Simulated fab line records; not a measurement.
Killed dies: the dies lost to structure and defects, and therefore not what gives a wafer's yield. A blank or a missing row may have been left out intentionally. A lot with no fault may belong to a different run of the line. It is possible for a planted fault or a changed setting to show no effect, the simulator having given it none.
fab line records	flow n5Finfet
record: lots: 4	wafers: 12	lastDay: 19
route steps=1938 shown DUMMY_GATE@248 SPACER0@258 SD_EPI_N@262 BEOL_M4@1111 PASSIVATION@1936
lots with no fault: from the same line, run without faults
startH: hours from the record's opening day to when the first of the lot's shown wafers began	waitH: how many hours have passed since the lot's step before this one	" same as the row above	L1.1+2: one row covering several wafers at once	- no value present, or no start provided	* or withheld: withheld	< > ~ a bound
route shown NAME@n: NAME is a module with steps in the file, n the number in the route of the first one	usual: average and standard deviation across the fault-free wafers	same: alike in all rows	chamber/n: place in a boat	sites: each site's reading	_std_site: standard deviation of those values	_edge_site: outer sites' mean less inner sites'	radiusMm: how far each site lies from the wafer's centre	mask NAME#n: copy n	behind: the most recent tool/chamber to have shaped the wafer	hold: cause of the lot's hold/its duration in hours/its outcome	device: the transistor (n, p or np) that didn't switch	end of line: the tests these same wafers got at the end of their route	a step given without rows: its recipe and nothing more	killed: dies lost to structure and defects at the first sort, not the wafer's yield	map: the dies of a wafer, with x for killed, . for not killed, _ for no die there
set.NAME: the setting as run; set.NAME@STEP: as run at that earlier step	model.NAME: the simulator's own value behind a step, which no gauge read
lots at selected steps of the route; one table per step, one row per wafer
services: when a tool's chamber went out of use (startH, in hours from the record's first day, below 0 if earlier), for how many hours, and the reason
== steps ==
step: N5_DUMMY_GATE_ETCH_44
recipe: chemistry: HBr/O2	overEtchFrac: 0.7	targetDepthA: 1275	stopOn: SiO2	ionEnergyEv: 60	biasW: 20	target: poly-Si	maskMaterial: SiO2	pressureMtorr: 20	icpW: 400	HBr_flow_sccm: 120	O2_flow_sccm: 10
step: N5_DUMMY_GATE_ETCH_42
recipe: chemistry: CHF3/O2	target: SiO2	targetDepthA: 35	timeS: 31	ionEnergyEv: 30	biasW: 12	pressureMtorr: 30	sourceW: 600	Ar_flow_sccm: 200	CHF3_flow_sccm: 50	O2_flow_sccm: 5
step: N5_DUMMY_GATE_STRIP_48
recipe: chemistry: N2/H2	timeS: 20	powerW: 100	tempC: 40	pressureMtorr: 100	rfFrequencyHz: 6e+07	biasPowerW: 3	n2FlowSccm: 300	h2FlowSccm: 300
step: N5_DUMMY_GATE_PRECLEAN_33
recipe: chemistry: dHF	timeS: 10	dilution: 750:1	tempC: 25
step: N5_DUMMY_GATE_PRECLEAN_25
recipe: chemistry: O3/DIW	timeS: 45	tempC: 22	o3Ppm: 10
step: N5_DUMMY_GATE_PRECLEAN_51
recipe: chemistry: SC2	timeS: 45	tempC: 35	mix: 1:1:50
step: N5_DUMMY_GATE_SRD_26
recipe: dry: ipaMarangoni	timeS: 30	tempC: 23	rinseLiquid: diw
step: N5_DUMMY_GATE_UV_OZONE_45
recipe: timeS: 120	pressureTorr: 760	tempC: 25
step: N5_SPACER0_ALD_07
recipe: material: SiNx	targetThkA: 20	tempC: 400	aldPrecursorFamily: SiH2I2	aldCoReactant: N2/H2-plasma	pressureTorr: 2
step: N5_SPACER0_ALD_00
recipe: material: SiOCN	targetThkA: 35	tempC: 400	aldPrecursorFamily: alkyl-aminosilane	aldCoReactant: O2/N2-plasma	pulseTimeS: 3	purgeTimeS: 2	coReactantPurgeTimeS: 2	aldCycles: 58	pressureTorr: 2
step: N5_SPACER0_ALD_08
recipe: material: SiNx	targetThkA: 20	tempC: 400	aldPrecursorFamily: SiH2I2	aldCoReactant: N2/H2-plasma	pressureTorr: 2
usual: heaterPowerW: 842/84
lot.wafer	tool	chamber	startH	waitH	heaterPowerW	model.SiNx_of_SPACER0_ALD_08.thkNm
L951.2	aldSin-03	3	115.63	0.1	905	2
L951.3	"	0	"	"	907	2
L951.5	"	1	"	"	814	2
L955.1	aldSin-03	3	144.56	0.1	903	0.8
L955.4	"	2	"	"	813	0.8
L955.6	"	3	"	"	900	0.8
L958.3	aldSin-03	1	157.81	0.1	780	2
L958.5	"	2	"	"	819	2
L958.6	"	3	"	"	909	0.8
L963.2	aldSin-04	3	186.31	0.1	954	2
L963.3	"	1	"	"	718	2
L963.4	"	2	"	"	886	2
step: N5_SD_EPI_N_COAT_32
recipe: resist: SOC	tempC: 250	timeS: 60	spinRpm: 1500	resistThkNm: 350
step: N5_SD_EPI_N_COAT_33
recipe: resist: SiARC	tempC: 220	timeS: 60	spinRpm: 1500	resistThkNm: 35
step: N5_SD_EPI_N_COAT_03
recipe: resist: CAR-ArF-block	spinRpm: 1500	resistThkNm: 150
step: N5_SD_EPI_N_EBR_05
recipe: solvent: PGMEA	ebrWidthMm: 1.5
step: N5_SD_EPI_N_SOFTBAKE_04
recipe: tempC: 110	timeS: 60	resist: CAR-ArF-block
step: N5_SD_EPI_N_EXPOSE_06
recipe: maskId: SD_N_BLK	na: 1.35	sourceShape: conventional	sigmaOuter: 0.8	polarization: unpolarized	targetCdNm: 120	doseMj: 39.75
step: N5_SD_EPI_N_PEB_07
recipe: pebTempC: 110	pebTimeS: 60	resist: CAR-ArF-block
step: N5_SD_EPI_N_DEVELOP_08
recipe: developTimeS: 30	developer: TMAH	resist: CAR-ArF-block	devTempC: 23	rinseLiquid: diw	dry: airSpin
step: N5_SD_EPI_N_DESCUM_14
recipe: chemistry: O2	timeS: 7.9	sourcePowerW: 50	biasPowerW: 20	pressureMtorr: 20	rfFrequencyHz: 2.712e+07	tempC: 40	resist: CAR-ArF-block	o2FlowSccm: 225
step: N5_SD_EPI_N_ETCH_34
recipe: chemistry: CF4	target: SiARC	targetDepthA: 455	maskMaterial: CAR-ArF-block	timeS: 75.8	ionEnergyEv: 80	pressureMtorr: 40	sourceW: 545	biasW: 36	Ar_flow_sccm: 100	cf4FlowSccm: 100	ends: cleared
step: N5_SD_EPI_N_ETCH_35
recipe: chemistry: N2/H2	target: SOC	overetchA: 1080	maskMaterial: SiARC	tempC: 40	ionEnergyEv: 100	sourceW: 3000	biasW: 133	pressureMtorr: 20	timeS: 486	n2FlowSccm: 200	h2FlowSccm: 200
step: N5_SD_EPI_N_STRIP_36
recipe: chemistry: N2/H2	tempC: 40	n2FlowSccm: 200	h2FlowSccm: 200	rfFrequencyHz: 6e+07
step: N5_SD_EPI_N_ETCHBACK_44
recipe: chemistry: CH3F/O2	mode: anisotropicEtchback	target: SiNx	targetDepthA: 145	stopOn: SiO2	overEtchFrac: 0.3	ionEnergyEv: 120	pressureMtorr: 30	sourceW: 395	biasW: 73	Ar_flow_sccm: 150	CH3F_flow_sccm: 30	O2_flow_sccm: 20
step: N5_SD_EPI_N_ETCH_45
recipe: chemistry: CH3F/O2	target: SiOCN	targetDepthA: 60	maskMaterial: SOC	ionEnergyEv: 60	biasW: 29	pressureMtorr: 15	sourceW: 410	Ar_flow_sccm: 150	CH3F_flow_sccm: 30	O2_flow_sccm: 20
step: N5_SD_EPI_N_ETCH_16
recipe: chemistry: CHF3/O2	target: SiO2	targetDepthA: 50	maskMaterial: SOC	pressureMtorr: 30	sourceW: 650	biasW: 170	Ar_flow_sccm: 200	CHF3_flow_sccm: 50	O2_flow_sccm: 5	ionEnergyEv: 200
step: N5_SD_EPI_N_STRIP_47
recipe: chemistry: CHF3/O2	resist: SiARC	rfFrequencyHz: 6e+07
step: N5_SD_EPI_N_SD_RECESS_17
recipe: chemistry: HBr/Cl2/O2	targetDepthA: 410	maskMaterial: SOC	timeS: 23.7	btTimeS: 3	pressureMtorr: 10	icpW: 800	biasW: 112	HBr_flow_sccm: 150	Cl2_flow_sccm: 80	O2_flow_sccm: 12
step: N5_SD_EPI_N_STRIP_38
recipe: chemistry: N2/H2	powerW: 1000	tempC: 250	h2Frac: 0.65	overashFraction: 0.3	pressureMtorr: withheld	n2FlowSccm: 1750	h2FlowSccm: 3250
step: N5_SD_EPI_N_WET_ETCH_43
recipe: chemistry: dHF	dilution: withheld	timeS: 14	target: SiO2	targetDepthA: 15	tempC: 25
usual: tempC: 25.00/0.11
lot.wafer	tool	chamber	startH	waitH	tempC	model.SiNx_of_SPACER0_ALD_08.thkNm
L951.2	wetBench-01	5	117.16	-	25.12	1.6
L951.3	"	6	"	"	25.03	1.6
L951.5	"	2	"	"	24.99	1.6
L955.1	wetBench-05	4	145.99	-	24.93	0.4
L955.4	"	1	"	"	24.89	0.4
L955.6	"	3	"	"	24.84	0.4
L958.3	wetBench-03	4	159.32	-	25.12	1.6
L958.5	"	2	"	"	25.04	1.6
L958.6	"	1	"	"	24.90	0.4
L963.2	wetBench-03	0	187.82	-	24.97	1.6
L963.3	"	5	"	"	24.92	1.6
L963.4	"	4	"	"	25.09	1.6
step: N5_SD_EPI_N_STRIP_18
recipe: chemistry: SPM	timeS: 750	tempC: 130	h2so4H2o2VolRatio: 4
step: N5_SD_EPI_N_SRD_20
recipe: dry: ipaMarangoni	doPpb: 5	timeS: 30	tempC: 23	rinseLiquid: diw
step: N5_SD_EPI_N_PRECLEAN_48
recipe: chemistry: NF3:NH3	afsCycles: 2	tempC: 30	timeS: 20	sublimationTempC: 180	sublimationTimeS: 60	pressureTorr: 3	rfPowerW: 30
step: N5_SD_EPI_N_VAPOR_ETCH_50
recipe: chemistry: HCl	target: Si	tempC: 775	timeS: 54	pressureTorr: 20	mode: isotropic
step: N5_SD_EPI_N_EPI_21
recipe: material: Si:P	dopant: P	tempC: 680	pressureTorr: 255	timeS: 690
step: N5_BEOL_M4_RC_MEAS_101
usual: DIBL_N: 36.0/1.7	DIBL_P: 36.2/1.9	IOFF_N: 0.154/0.028	IOFF_N_85C: 3.0/0.44	IOFF_N_LIN: 0.071/0.01	IOFF_P: 0.21/0.036	IOFF_P_85C: 3.6/0.53	IOFF_P_LIN: 0.099/0.014	ION_N: 675/11	ION_P: 463/8.3	REXT_N: 75.6/1.6	REXT_P: 100.1/2.5	SS_N: 71.4/0.63	SS_P: 73.2/0.55	VT_N: 250.2/3	VT_N_LVT: 99.5/2.9	VT_P: -251/3.7	VT_P_LVT: -99/3.1
lot.wafer	tool	chamber	startH	waitH	DIBL_N[mV/V]	DIBL_P[mV/V]	IOFF_N[nA/um]	IOFF_N_85C[nA/um]	IOFF_N_LIN[nA/um]	IOFF_P[nA/um]	IOFF_P_85C[nA/um]	IOFF_P_LIN[nA/um]	ION_N[uA/um]	ION_P[uA/um]	REXT_N[ohm.um]	REXT_P[ohm.um]	SS_N[mV/dec]	SS_P[mV/dec]	VT_N[mV]	VT_N_LVT[mV]	VT_P[mV]	VT_P_LVT[mV]
L951.2	prober-01	0	297.67	0.2	35.7	35.4	0.148	2.9	0.069	0.16	2.9	0.081	674	451	74.9	100.2	70.8	73.4	249.5	98.4	-256	-102
L951.3	"	0	"	"	34.3	34.2	0.130	2.7	0.064	0.15	2.7	0.076	663	448	74.8	100.2	70.7	73.3	250.6	99.5	-256	-104
L951.5	"	0	"	"	36.5	36.8	0.164	3.2	0.076	0.18	3.2	0.087	686	462	74.5	100.6	71.8	73.0	251.3	96.5	-256	-100
L955.1	prober-02	0	309.89	0.0	46.4	45.3	0.423	7.2	0.164	0.64	9.3	0.246	741	514	66.3	86.7	73.1	75.4	233.3	80.8	-230	-78
L955.4	"	0	"	"	46.6	45.1	0.418	7.1	0.156	0.60	8.9	0.236	731	512	66.0	87.1	73.6	74.9	233.2	84.1	-230	-80
L955.6	"	0	"	"	44.6	43.2	0.303	5.4	0.123	0.53	8.0	0.216	720	507	66.9	86.5	72.0	74.7	238.0	88.7	-232	-82
L958.3	prober-02	0	339.73	0.3	35.9	36.0	0.158	3.0	0.075	0.23	3.9	0.110	666	465	74.7	97.3	71.2	73.2	251.2	97.1	-248	-95
L958.5	"	0	"	"	37.8	36.5	0.185	3.5	0.081	0.22	3.9	0.106	672	454	73.8	99.1	72.3	74.1	249.1	95.9	-250	-96
L958.6	"	0	"	"	44.9	43.1	0.368	6.2	0.145	0.48	7.4	0.202	731	504	65.0	87.1	74.0	74.3	234.7	84.6	-237	-82
L963.2	prober-02	0	347.19	0.2	34.4	35.4	0.131	2.6	0.064	0.19	3.5	0.095	682	469	75.2	92.4	70.7	72.8	252.0	103.0	-249	-101
L963.3	"	0	"	"	40.2	41.1	0.244	4.3	0.100	0.28	4.6	0.118	697	463	76.1	95.9	72.4	74.3	245.3	95.4	-248	-98
L963.4	"	0	"	"	36.7	37.8	0.166	3.2	0.075	0.23	4.0	0.106	670	461	76.4	95.3	72.1	73.2	249.8	100.2	-246	-99
step: N5_PASSIVATION_PROBE_49
usual: defectLimitedYield: 90.9/1.4	killed_at_M0_to_M3: 38/11	killed_at_M4_up: 13/5.9	killedAtContacts: 14/6.4	killedAtFrontEnd: 38/11	killedAtOther: 3.3/2.5	killedDies: 107/16	killedOpen: 70/12	killedShort: 35/7.7	sort_bin_4_leakage: 0.00/0.007	sort_bin_5_function: 5.3/0.94	sort_bin_6_memory: 3.5/0.7	sortNPass: 1073/16	sortYieldPct: 90.9/1.4
same: grossDies: 1180	killedAtBackSide: 0	sort_bin_8_speed[%]: 0
lot.wafer	tool	chamber	startH	waitH	defectLimitedYield[%]	killed_at_M0_to_M3	killed_at_M4_up	killedAtContacts	killedAtFrontEnd	killedAtOther	killedDies	killedOpen	killedShort	sort_bin_4_leakage[%]	sort_bin_5_function[%]	sort_bin_6_memory[%]	sortNPass	sortYieldPct[%]
L951.2	prober-01	-	407.08	0.1	90.6	50	19	22	20	0	111	70	39	0	5.8	3.1	1069	90.6
L951.3	prober-01	-	407.13	0.1	90.5	39	25	18	29	1	112	79	33	0	5.6	3.7	1068	90.5
L955.1	prober-01	-	417.35	0.0	91.6	52	7	10	30	0	99	60	37	43.56	4.5	3.6	567	48.1
L955.4	prober-01	-	417.50	0.2	89.3	64	15	11	30	6	126	84	41	33.05	6.6	3.8	664	56.3
L955.6	prober-01	-	417.60	0.3	91.4	49	9	13	30	1	102	61	38	8.73	4.9	3.2	975	82.6
L958.3	prober-02	-	461.58	0.1	90.0	49	7	13	45	4	118	67	45	0	5.2	4.1	1062	90.0
L958.5	prober-02	-	461.68	0.2	90.5	37	10	17	47	1	112	72	40	0	5.3	3.8	1068	90.5
L958.6	prober-02	-	461.73	0.3	89.4	65	14	8	34	4	125	84	39	7.71	6.4	3.9	964	81.7
killed by level:class
L951.2 MOL_CONTACT_COAG:geometricParticle:open=20 BEOL_M0_SAQP:geometricParticle:short=12 BEOL_M1:geometricParticle:open=9 BEOL_M2:geometricParticle:open=9 BEOL_M4:geometricParticle:open=9 BEOL_M3:geometricParticle:short=7 BEOL_M3:geometricParticle:open=5 DUMMY_GATE:geometricParticle:short=3
L951.3 MOL_CONTACT_COAG:geometricParticle:open=14 BEOL_M4:geometricParticle:open=14 FIN_SAQP:geometricParticle:open=9 BEOL_M2:geometricParticle:open=9 BEOL_M3:geometricParticle:open=7 BEOL_M0_SAQP:geometricParticle:short=5 FIN_SAQP:geometricParticle:short=4 MOL_CONTACT_COAG:geometricParticle:short=4
L955.1 BEOL_M0_SAQP:geometricParticle:short=15 BEOL_M0_SAQP:geometricParticle:open=11 FIN_SAQP:geometricParticle:short=9 BEOL_M3:geometricParticle:open=9 FIN_SAQP:geometricParticle:open=8 BEOL_M1:geometricParticle:open=8 MOL_CONTACT_COAG:geometricParticle:open=5 BEOL_M2:geometricParticle:open=5
L955.4 BEOL_M0_SAQP:geometricParticle:open=16 BEOL_M3:geometricParticle:open=11 MOL_CONTACT_COAG:geometricParticle:open=9 BEOL_M1:geometricParticle:open=9 BEOL_M2:geometricParticle:open=8 BEOL_M0_SAQP:geometricParticle:short=7 FIN_SAQP:geometricParticle:short=6 BEOL_M3:geometricParticle:short=6
L955.6 BEOL_M0_SAQP:geometricParticle:short=14 BEOL_M1:geometricParticle:open=13 MOL_CONTACT_COAG:geometricParticle:open=10 BEOL_M0_SAQP:geometricParticle:open=9 FIN_SAQP:geometricParticle:short=6 GATE_CUT:geometricParticle:short=5 BEOL_M3:geometricParticle:open=5 FIN_SAQP:geometricParticle:open=4
L958.3 FIN_SAQP:geometricParticle:short=13 BEOL_M1:geometricParticle:open=12 FIN_SAQP:geometricParticle:open=11 MOL_CONTACT_COAG:geometricParticle:open=10 BEOL_M0_SAQP:geometricParticle:short=8 BEOL_M1:geometricParticle:short=7 BEOL_M3:geometricParticle:open=7 BEOL_M0_SAQP:geometricParticle:open=6
L958.5 MOL_CONTACT_COAG:geometricParticle:open=15 FIN_SAQP:geometricParticle:short=12 BEOL_M1:geometricParticle:open=12 STI_FIN_REVEAL:geometricParticle:open=8 FIN_SAQP:geometricParticle:open=7 GATE_CUT:geometricParticle:short=6 BEOL_M1:geometricParticle:short=6 BEOL_M0_SAQP:geometricParticle:short=5
L958.6 BEOL_M1:geometricParticle:open=26 STI_FIN_REVEAL:geometricParticle:open=10 BEOL_M1:geometricParticle:short=10 BEOL_M2:geometricParticle:open=8 FIN_SAQP:geometricParticle:short=6 BEOL_M3:geometricParticle:open=6 MOL_CONTACT_COAG:geometricParticle:open=6 BEOL_M0_SAQP:geometricParticle:open=6
map L955.4 (x killed, . not)
_________________...x..x.....________________
______________.............x...._____________
___________x..............x..x.....__________
__________....x.x..................x_________
________x..................x.........._______
_______............x....x............x.______
______..x..............x......x.x......._____
_____........x.....x.....................____
____..........xx.x...x............xx...x..___
___...x......x.....x..x....................__
___...x..x...........x..............x......__
__...............x...............x.........._
__..x......x...x......x....................._
_.x....x..........................x..........
_.............x...xx..x..................x...
_.......x.......x.........xx.....x...........
_.......x....x.x...x...................x.....
_.................xx....................x.x..
_..........x........x...x....x..........x....
_.x..............x.......x...x...............
_..x..x..x...........x.......................
__...........x...x..x.....x.xx...x.........._
__....................x..........x....xx...._
___.x...x.....x..........x.....x.x..x......__
___.................xx.............x.......__
____...xxx..........x........x.x.........x___
_____..x..................x..............____
______......x.....x.x.x..x.x..xx.x......_____
_______..x......................x......______
________......x..x...................._______
__________..x.............xx........_________
___________..........x.............__________
______________......x........x.._____________
_________________x...........________________
map L958.6 (x killed, . not)
_________________.....x.x.x..________________
______________........x........._____________
___________......xx........x.......__________
__________..x......xx.......xx....x._________
________.......................xx....._______
_______..x...x.x.....x..........x......______
______.....x................x..........._____
_____........x..............x............____
____..........x..............x........x...___
___....x...x........x.....x................__
___.xx....x................................__
__................................x.......x._
__..................x...x...x.........x....x_
_x......x...............x...x......x........x
_............xx.............................x
_..x...xx..x...xx.......x.........x..x.......
_..................x.x....x......x.x.........
_.x..x.............x..............x.....x....
_.....................xx..x..............x...
_..x...x..............xx.....................
_...........x.x....................x.........
__...x......xx.......................x......_
__............x.................x.....x..x.._
___......x.................x...........x.x.__
___....x..x................................__
____......x.................x..x........x.___
_____.........x...x...xx.x...........x...____
______.x.x......x...........x.x........._____
_______..x.........x...x...............______
________................x...x........._______
__________...........x.............._________
___________.xx........xx...x.......__________
______________x................x_____________
_________________.x.....x..x.________________
== services ==
tool	chamber	startH	hours	kind
aldSin-03	-	110.86	1.4	repair
== key ==
firstSign: step: N5_BEOL_M4_RC_MEAS_101	reading: IOFF_P	direction: up	sigmas: 9.8	usual: 0.21	struck: 0.56
effect: step: N5_BEOL_M4_RC_MEAS_101	reading: IOFF_P_85C	direction: up	sigmas: 9.1	usual: 3.6	struck: 8.4
effect: step: N5_BEOL_M4_RC_MEAS_101	reading: IOFF_P_LIN	direction: up	sigmas: 8.8	usual: 0.099	struck: 0.225
effect: step: N5_BEOL_M4_RC_MEAS_101	reading: IOFF_N	direction: up	sigmas: 8.2	usual: 0.154	struck: 0.378
effect: step: N5_BEOL_M4_RC_MEAS_101	reading: IOFF_N_85C	direction: up	sigmas: 7.9	usual: 3.0	struck: 6.5
effect: step: N5_BEOL_M4_RC_MEAS_101	reading: IOFF_N_LIN	direction: up	sigmas: 7.3	usual: 0.071	struck: 0.147
effect: step: N5_BEOL_M4_RC_MEAS_101	reading: REXT_N	direction: down	sigmas: 6.1	usual: 75.6	struck: 66.1
effect: step: N5_BEOL_M4_RC_MEAS_101	reading: VT_P_LVT	direction: up	sigmas: 6.1	usual: -99	struck: -80
effect: step: N5_BEOL_M4_RC_MEAS_101	reading: DIBL_N	direction: up	sigmas: 5.8	usual: 36.0	struck: 45.6
effect: step: N5_BEOL_M4_RC_MEAS_101	reading: ION_P	direction: up	sigmas: 5.6	usual: 463	struck: 509
effect: step: N5_BEOL_M4_RC_MEAS_101	reading: REXT_P	direction: down	sigmas: 5.3	usual: 100.1	struck: 86.8
effect: step: N5_BEOL_M4_RC_MEAS_101	reading: VT_N	direction: down	sigmas: 5.2	usual: 250.2	struck: 234.8
effect: step: N5_PASSIVATION_PROBE_49	reading: sort_bin_4_leakage	direction: up	sigmas: 99+	usual: 0.00	struck: 23.26
modelEffect: step: N5_SPACER0_ALD_08	value: SiNx_of_SPACER0_ALD_08.thkNm	without: 2	struck: 0.8
modelEffect: step: N5_SD_EPI_N_WET_ETCH_43	value: SiNx_of_SPACER0_ALD_08.thkNm	without: 1.6	struck: 0.4
metAt N5_SPACER0_ALD_08
struckWafers L955.1,L955.4,L955.6,L958.6
onsetBetween 115.63 144.56
fault: kind: processParameterDrift	tool: aldSin-03	chamber: -	onsetH: 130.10	steps: N5_SPACER0_ALD_08	channel: targetThkA	offset: *	shape: step	endH: 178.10	scope: struckWafersOnly	actsIn: *	stated: *
